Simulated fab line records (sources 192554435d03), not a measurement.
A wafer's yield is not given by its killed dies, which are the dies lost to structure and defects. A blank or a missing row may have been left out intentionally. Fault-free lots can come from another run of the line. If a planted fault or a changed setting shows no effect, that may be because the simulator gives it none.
fab line records ; flow n5-finfet
record: lots: 9; wafers: 27; last-day: 17
route steps=1938 shown SD_EPI_N@294 SD_EPI_P@308 SD_ACTIVATION@331 ILD0@339 BEOL_M4@1111
lots that met no fault: from a run of the same line without faults
start-h: hours from the record's first day to the start of the lot's first wafer shown ; wait-h: how many hours have passed since the lot's step before this one ; " identical to the entry in the row above ; L1.1+2: a single row standing in for several wafers ; - value missing, or start not given ; * or withheld: withheld ; < > ~ a bound
route shown NAME@n: names a module that has steps shown in the file, with the first one's number in the route ; usual: mean/standard deviation of fault-free wafers ; same: alike in all rows ; chamber/n: place in a boat ; sites: readings site by site ; _std_site: how widely they spread, as a standard deviation ; _edge_site: outer sites' mean less inner sites' ; radius-mm: for every site, how far away it sits from the centre of the wafer ; mask NAME#n: copy n ; behind: the last tool/chamber to shape the wafer ; hold: why the lot was held/for how many hours/how that ended ; device: whichever transistor did not switch (one of n, p or np) ; end of line: tests of these same wafers at the route's end ; a step without rows: its recipe alone ; killed: at the first sort, the dies lost to defects and structure; wafer yield is something else ; map: the dies of a wafer, with x for killed, . for not killed, _ for no die there
set.NAME: the run value of the setting; set.NAME@STEP: its run value at that earlier step ; model.NAME: the simulator's own value behind a step, which no gauge read
the route's steps for a sample of lots (tables are steps, rows are wafers)
services: from which hour (start-h, from the record's first day; less than 0 if before it) a tool's chamber was out of use, for how many hours, and why
== steps ==
step: N5_SD_EPI_N_INSPECT_26
recipe: inspect-instrument: darkfield; mode: post-epi
usual: raw-defect-count: 194/40
lot.wafer;tool;chamber;start-h;wait-h;raw-defect-count
L465.4;defect-inspect-02;-;55.81;0.1;180
L465.5;defect-inspect-02;-;55.81;0.1;214
L465.6;defect-inspect-02;-;55.81;0.1;171
L466.2;defect-inspect-01;-;62.79;0.1;204
L466.4;defect-inspect-01;-;62.79;0.1;239
L466.6;defect-inspect-01;-;62.79;0.1;146
L468.1;defect-inspect-01;-;74.00;0.1;220
L468.2;defect-inspect-01;-;74.00;0.1;184
L468.5;defect-inspect-01;-;74.00;0.1;207
L476.1;defect-inspect-01;-;121.98;0.1;274
L476.2;defect-inspect-01;-;121.98;0.1;223
L476.6;defect-inspect-01;-;121.98;0.1;219
L478.3;defect-inspect-02;-;131.34;0.1;150
L478.4;defect-inspect-02;-;131.34;0.1;224
L478.5;defect-inspect-02;-;131.34;0.1;176
L480.2;defect-inspect-02;-;149.66;0.2;180
L480.3;defect-inspect-02;-;149.66;0.2;255
L480.5;defect-inspect-02;-;149.66;0.2;171
L481.3;defect-inspect-02;-;159.22;0.1;179
L481.4;defect-inspect-02;-;159.22;0.1;162
L481.5;defect-inspect-02;-;159.22;0.1;181
L485.1;defect-inspect-02;-;178.83;0.1;182
L485.5;defect-inspect-02;-;178.83;0.1;226
L485.6;defect-inspect-02;-;178.83;0.1;206
L488.2;defect-inspect-01;-;199.62;0.1;210
L488.4;defect-inspect-01;-;199.62;0.1;147
L488.5;defect-inspect-01;-;199.62;0.1;214
step: N5_SD_EPI_P_ETCH_37
recipe: chemistry: N2/H2; target: SOC; overetch-a: 1080; mask-material: SiARC; temp-c: 40; ion-energy-ev: 100; source-w: 3000; bias-w: 133; pressure-mtorr: 20; time-s: 486; n2-flow-sccm: 200; h2-flow-sccm: 200; ends: end-point
usual: chamber-pressure-mTorr: 19.999/0.019; drypump-motor-current-A: 5.7/0.33; oes-product-au: 0.68/0.069; rf-vpp-V: 241.0/1.2; showerhead-plenum-p-Torr: 2.56/0.07; throttle-valve-pct: 23.76/0.24
lot.wafer;tool;chamber;start-h;wait-h;chamber-pressure-mTorr;drypump-motor-current-A;oes-product-au;rf-hours-counter-h;rf-vpp-V;showerhead-plenum-p-Torr;throttle-valve-pct
L465.4;rie-diel-05;3;56.39;0.0;19.995;5.6;0.64;175;240.3;2.53;23.59
L465.5;rie-diel-05;1;56.39;0.0;20.001;5.2;0.71;-;240.6;2.56;23.50
L465.6;rie-diel-05;0;56.39;0.0;19.968;5.4;0.60;-;238.8;2.40;23.99
L466.2;rie-diel-01;2;63.29;0.0;19.993;5.4;0.65;207;241.4;2.52;24.25
L466.4;rie-diel-01;0;63.29;0.0;19.993;5.3;0.77;32;241.5;2.57;23.56
L466.6;rie-diel-01;2;63.29;0.0;20.005;5.4;0.64;-;240.0;2.52;24.22
L468.1;rie-diel-01;0;74.46;0.0;20.032;5.3;0.76;36;241.5;2.57;23.58
L468.2;rie-diel-01;1;74.46;0.0;20.016;5.5;0.69;144;241.4;2.54;23.59
L468.5;rie-diel-01;2;74.46;0.0;20.015;5.4;0.64;-;241.0;2.52;24.26
L476.1;rie-diel-04;3;122.43;0.0;19.953;5.9;0.63;233;241.2;2.61;24.08
L476.2;rie-diel-04;0;122.43;0.0;19.977;5.7;0.64;228;241.0;2.63;23.99
L476.6;rie-diel-04;0;122.43;0.0;20.002;5.7;0.64;-;240.4;2.63;23.97
L478.3;rie-diel-05;0;131.97;0.0;19.984;5.4;0.84;9;242.1;2.71;23.64
L478.4;rie-diel-05;2;131.97;0.0;19.984;5.9;0.65;201;241.2;2.52;23.69
L478.5;rie-diel-05;1;131.97;0.0;20.000;5.2;0.69;-;239.4;2.55;23.55
L480.2;rie-diel-05;3;150.89;0.0;19.996;5.6;0.62;208;239.4;2.52;23.62
L480.3;rie-diel-05;1;150.89;0.0;20.011;5.2;0.68;137;240.2;2.55;23.55
L480.5;rie-diel-05;3;150.89;0.0;19.988;5.6;0.61;-;241.3;2.51;23.62
L481.3;rie-diel-04;1;159.79;0.0;20.014;6.3;0.63;218;240.6;2.60;23.82
L481.4;rie-diel-04;0;159.79;0.0;20.008;5.6;0.63;239;241.5;2.62;23.99
L481.5;rie-diel-04;1;159.79;0.0;20.006;6.3;0.63;-;241.9;2.60;23.81
L485.1;rie-diel-04;1;179.29;0.0;19.999;6.3;0.62;223;239.4;2.60;23.83
L485.5;rie-diel-04;3;179.29;0.0;20.016;5.9;0.62;-;242.6;2.61;24.08
L485.6;rie-diel-04;0;179.29;0.0;19.990;5.6;0.63;-;240.8;2.62;24.00
L488.2;rie-diel-04;2;200.56;0.0;20.037;6.2;0.77;32;240.9;2.49;23.30
L488.4;rie-diel-04;0;200.56;0.0;19.978;5.6;0.62;-;240.7;2.62;24.02
L488.5;rie-diel-04;1;200.56;0.0;20.014;6.3;0.62;-;241.5;2.60;23.84
step: N5_SD_ACTIVATION_LSA_01
recipe: temp-c: 1080; time-s: 0.0008; ambient: N2
usual: wafer_temp_C_max: 1087.7/1.9
same: time-s: 0.0008
lot.wafer;tool;chamber;start-h;wait-h;wafer_temp_C_max
L465.4;laser-anneal-01;0;60.35;0.2;1088.7
L465.5;laser-anneal-01;0;60.35;0.2;1091.8
L465.6;laser-anneal-01;0;60.35;0.2;1089.9
L466.2;laser-anneal-02;0;67.20;0.2;1085.2
L466.4;laser-anneal-02;0;67.20;0.2;1085.9
L466.6;laser-anneal-02;0;67.20;0.2;1086.4
L468.1;laser-anneal-02;0;78.38;0.2;1085.6
L468.2;laser-anneal-02;0;78.38;0.2;1086.5
L468.5;laser-anneal-02;0;78.38;0.2;1088.0
L476.1;laser-anneal-02;0;126.30;0.2;1100.5
L476.2;laser-anneal-02;0;126.30;0.2;1100.0
L476.6;laser-anneal-02;0;126.30;0.2;1100.0
L478.3;laser-anneal-02;0;135.90;0.2;1097.8
L478.4;laser-anneal-02;0;135.90;0.2;1100.6
L478.5;laser-anneal-02;0;135.90;0.2;1098.3
L480.2;laser-anneal-02;0;155.61;0.2;1098.9
L480.3;laser-anneal-02;0;155.61;0.2;1098.7
L480.5;laser-anneal-02;0;155.61;0.2;1099.1
L481.3;laser-anneal-01;0;163.72;0.2;1087.1
L481.4;laser-anneal-01;0;163.72;0.2;1091.0
L481.5;laser-anneal-01;0;163.72;0.2;1087.5
L485.1;laser-anneal-01;0;183.56;0.3;1091.8
L485.5;laser-anneal-01;0;183.56;0.3;1091.0
L485.6;laser-anneal-01;0;183.56;0.3;1088.4
L488.2;laser-anneal-01;0;204.44;0.2;1088.5
L488.4;laser-anneal-01;0;204.44;0.2;1091.1
L488.5;laser-anneal-01;0;204.44;0.2;1088.5
step: N5_SD_ACTIVATION_RS_MEAS_03
recipe: thk-meas-gauge: four-point-probe
usual: RS_SD_N: 21.8/0.34; RS_SD_P: 56.2/0.91
lot.wafer;tool;chamber;start-h;wait-h;RS_SD_N[ohm/sq];RS_SD_P[ohm/sq]
L465.4;film-metro-02;-;60.52;0.1;22.1;57.4
L465.5;film-metro-02;-;60.52;0.1;22.2;58.4
L465.6;film-metro-02;-;60.52;0.1;22.1;58.1
L466.2;film-metro-01;-;67.39;0.2;21.9;57.0
L466.4;film-metro-01;-;67.39;0.2;21.9;56.8
L466.6;film-metro-01;-;67.39;0.2;22.0;57.3
L468.1;film-metro-02;-;78.59;0.2;21.9;57.8
L468.2;film-metro-02;-;78.59;0.2;21.5;58.2
L468.5;film-metro-02;-;78.59;0.2;21.5;56.5
L476.1;film-metro-02;-;126.50;0.2;20.1;56.5
L476.2;film-metro-02;-;126.50;0.2;20.2;56.2
L476.6;film-metro-02;-;126.50;0.2;20.1;56.1
L478.3;film-metro-02;-;136.08;0.2;19.8;56.0
L478.4;film-metro-02;-;136.08;0.2;20.3;55.4
L478.5;film-metro-02;-;136.08;0.2;19.9;56.1
L480.2;film-metro-02;-;155.81;0.2;20.2;56.4
L480.3;film-metro-02;-;155.81;0.2;20.4;55.4
L480.5;film-metro-02;-;155.81;0.2;20.6;55.4
L481.3;film-metro-01;-;163.90;0.2;21.7;56.7
L481.4;film-metro-01;-;163.90;0.2;21.6;56.7
L481.5;film-metro-01;-;163.90;0.2;22.0;56.3
L485.1;film-metro-02;-;183.77;0.2;21.6;56.8
L485.5;film-metro-02;-;183.77;0.2;21.5;57.6
L485.6;film-metro-02;-;183.77;0.2;21.2;57.5
L488.2;film-metro-01;-;204.65;0.2;21.7;57.4
L488.4;film-metro-01;-;204.65;0.2;22.0;56.7
L488.5;film-metro-01;-;204.65;0.2;22.0;56.3
step: N5_ILD0_THK_MEAS_04
usual: thk-nm: 197.9/1.1
lot.wafer;tool;chamber;start-h;wait-h;thk-nm
L465.4;film-metro-01;-;63.73;-;198.3
L465.5;film-metro-01;-;63.73;-;199.3
L465.6;film-metro-01;-;63.73;-;198.7
L466.2;film-metro-01;-;70.58;-;197.9
L466.4;film-metro-01;-;70.58;-;198.4
L466.6;film-metro-01;-;70.58;-;195.7
L468.1;film-metro-01;-;81.60;-;198.2
L468.2;film-metro-01;-;81.60;-;198.9
L468.5;film-metro-01;-;81.60;-;198.2
L476.1;film-metro-02;-;129.55;-;197.1
L476.2;film-metro-02;-;129.55;-;199.4
L476.6;film-metro-02;-;129.55;-;200.0
L478.3;film-metro-02;-;139.06;-;197.9
L478.4;film-metro-02;-;139.06;-;198.3
L478.5;film-metro-02;-;139.06;-;197.7
L480.2;film-metro-01;-;158.94;-;198.6
L480.3;film-metro-01;-;158.94;-;198.6
L480.5;film-metro-01;-;158.94;-;198.3
L481.3;film-metro-02;-;166.88;-;196.7
L481.4;film-metro-02;-;166.88;-;199.1
L481.5;film-metro-02;-;166.88;-;196.9
L485.1;film-metro-01;-;186.84;-;198.3
L485.5;film-metro-01;-;186.84;-;198.2
L485.6;film-metro-01;-;186.84;-;198.9
L488.2;film-metro-01;-;208.45;-;197.3
L488.4;film-metro-01;-;208.45;-;196.8
L488.5;film-metro-01;-;208.45;-;198.3
step: N5_BEOL_M4_RC_MEAS_101
usual: DIBL_N: 36.0/1.9; DIBL_P: 36.0/2.1; IOFF_N: 0.155/0.029; IOFF_P: 0.20/0.032; ION_N: 672/11; ION_P: 461/6.9; RC_DENSE_N: 19.1/0.41; RC_N: 15.5/0.32; RS_SD_N: 28.3/0.45; SS_N: 71.5/0.58; SS_P: 73.2/0.64; VT_N: 250.4/2.9; VT_P: -251.0/2.8
lot.wafer;tool;chamber;start-h;wait-h;DIBL_N[mV/V];DIBL_P[mV/V];IOFF_N[nA/um];IOFF_P[nA/um];ION_N[uA/um];ION_P[uA/um];RC_DENSE_N[ohm.um];RC_N[ohm.um];RS_SD_N[ohm/sq];SS_N[mV/dec];SS_P[mV/dec];VT_N[mV];VT_P[mV]
L465.4;prober-02;0;180.36;0.5;34.5;33.8;0.124;0.16;676;455;18.8;15.3;28.3;70.4;72.2;254.2;-256.0
L465.5;prober-02;0;180.36;0.5;35.0;35.0;0.131;0.17;659;446;18.9;15.4;28.9;71.1;72.5;253.3;-252.8
L465.6;prober-02;0;180.36;0.5;35.1;34.7;0.136;0.16;661;451;18.8;15.4;28.7;70.7;72.9;251.9;-257.8
L466.2;prober-02;0;185.41;0.2;36.5;35.3;0.129;0.19;654;452;19.0;15.7;28.4;71.4;73.9;254.5;-251.4
L466.4;prober-02;0;185.41;0.2;34.5;33.6;0.114;0.18;672;470;19.1;15.6;28.7;71.0;72.9;254.6;-251.4
L466.6;prober-02;0;185.41;0.2;34.4;33.3;0.112;0.17;666;462;19.3;15.8;28.9;70.8;72.3;254.9;-253.8
L468.1;prober-02;0;187.11;0.0;38.1;39.4;0.192;0.26;696;475;18.3;14.9;28.2;71.6;74.1;247.3;-244.9
L468.2;prober-02;0;187.11;0.0;39.6;40.4;0.218;0.27;682;466;19.2;15.6;27.8;72.0;73.4;244.8;-248.1
L468.5;prober-02;0;187.11;0.0;39.5;39.7;0.213;0.27;705;478;18.8;15.5;28.0;71.0;73.7;247.4;-247.3
L476.1;prober-01;0;237.95;0.0;35.6;34.8;0.149;0.20;680;465;17.8;14.5;26.3;71.8;72.5;250.2;-251.6
L476.2;prober-01;0;237.95;0.0;37.4;36.5;0.176;0.22;684;468;17.6;14.4;25.9;71.6;73.5;250.6;-251.2
L476.6;prober-01;0;237.95;0.0;35.2;34.4;0.131;0.19;659;456;17.9;14.8;26.2;71.6;72.4;254.9;-252.9
L478.3;prober-01;0;246.81;0.3;36.1;36.1;0.176;0.21;686;463;17.9;14.6;26.2;72.0;73.4;245.4;-251.0
L478.4;prober-01;0;246.81;0.3;34.3;34.0;0.143;0.17;655;451;17.9;14.5;26.4;71.5;73.0;252.3;-252.1
L478.5;prober-01;0;246.81;0.3;37.4;36.8;0.197;0.22;692;462;17.9;14.5;26.1;72.1;74.3;247.1;-251.3
L480.2;prober-01;0;264.08;0.2;36.7;38.4;0.169;0.22;687;465;17.6;14.4;26.4;71.1;73.3;248.5;-251.8
L480.3;prober-01;0;264.08;0.2;35.2;36.4;0.145;0.18;684;464;17.5;14.2;26.6;71.1;73.1;249.0;-254.8
L480.5;prober-01;0;264.08;0.2;35.0;36.3;0.145;0.19;676;463;17.8;14.6;26.6;71.4;72.7;248.5;-253.8
L481.3;prober-02;0;279.82;0.3;36.1;36.5;0.134;0.18;661;454;19.5;15.9;28.1;71.1;72.7;256.5;-253.1
L481.4;prober-02;0;279.82;0.3;38.4;39.7;0.181;0.22;688;462;18.7;15.2;28.3;71.6;74.1;251.6;-251.1
L481.5;prober-02;0;279.82;0.3;40.0;41.4;0.216;0.26;681;465;19.5;15.7;28.5;72.0;75.0;251.1;-249.7
L485.1;prober-02;0;303.98;0.0;38.0;36.8;0.169;0.22;676;469;19.3;15.8;28.3;72.0;73.9;249.1;-247.3
L485.5;prober-02;0;303.98;0.0;36.2;35.3;0.148;0.20;673;462;19.1;15.5;27.9;70.9;73.6;250.4;-249.4
L485.6;prober-02;0;303.98;0.0;38.5;37.9;0.187;0.23;679;460;19.6;15.9;28.0;71.9;74.0;246.4;-247.4
L488.2;prober-01;0;311.51;0.2;37.5;36.0;0.179;0.23;672;465;18.8;15.5;28.0;71.6;73.9;248.6;-246.8
L488.4;prober-01;0;311.51;0.2;35.8;34.7;0.147;0.20;678;460;18.0;14.6;28.2;71.1;72.9;251.6;-250.3
L488.5;prober-01;0;311.51;0.2;38.0;36.4;0.173;0.24;657;450;18.3;15.0;28.4;71.5;73.8;248.6;-252.1
== services ==
tool;chamber;start-h;hours;kind
laser-anneal-02;-;36.22;6.4;repair
rie-diel-05;0;75.31;-;clean
rie-diel-05;0;75.31;-;consumable-replace:focus-ring
rie-diel-05;0;75.31;-;consumable-replace:showerhead
rie-diel-05;0;75.31;33.0;scheduled-down
rie-diel-05;0;75.31;33.0;vent-cycle
rie-diel-04;2;75.40;-;clean
rie-diel-04;2;75.40;-;consumable-replace:focus-ring
rie-diel-04;2;75.40;15.8;scheduled-down
rie-diel-04;2;75.40;15.8;vent-cycle
laser-anneal-02;-;82.88;21.7;pm
rie-diel-01;0;83.15;5.0;repair
rie-diel-01;0;97.10;6.9;repair
laser-anneal-01;-;104.53;3.0;pm
laser-anneal-01;-;113.82;1.3;repair
rie-diel-05;1;141.67;9.0;repair
rie-diel-04;3;184.80;-;clean
rie-diel-04;3;184.80;-;consumable-replace:focus-ring
rie-diel-04;3;184.80;21.8;scheduled-down
rie-diel-04;3;184.80;21.8;vent-cycle
rie-diel-05;3;190.29;7.9;repair
rie-diel-01;1;194.00;11.3;repair
rie-diel-01;0;197.51;3.7;repair
== key ==
first-sign: step: N5_SD_ACTIVATION_LSA_01; reading: wafer_temp_C_max; direction: up; sigmas: 6.1; usual: *; struck: *
effect: step: N5_SD_ACTIVATION_RS_MEAS_03; reading: RS_SD_N; direction: down; sigmas: 4.8; usual: 21.8; struck: 20.2
effect: step: N5_BEOL_M4_RC_MEAS_101; reading: RS_SD_N; direction: down; sigmas: 4.4; usual: 28.3; struck: 26.3
effect: step: N5_BEOL_M4_RC_MEAS_101; reading: RC_N; direction: down; sigmas: 3.2; usual: 15.5; struck: 14.5
effect: step: N5_BEOL_M4_RC_MEAS_101; reading: RC_DENSE_N; direction: down; sigmas: 3.2; usual: 19.1; struck: 17.8
met-at N5_SD_ACTIVATION_LSA_01
struck-lots L476,L478,L480
not-acting-at N5_SD_EPI_N_INSPECT_26,N5_SD_EPI_P_ETCH_37,N5_ILD0_THK_MEAS_04
onset-between 78.38 126.30
fault: kind: process-parameter-drift; tool: laser-anneal-02; chamber: -; onset-h: 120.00; steps: N5_SD_ACTIVATION_LSA_01; channel: temp-c; offset: *; shape: step; end-h: 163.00; stated: *
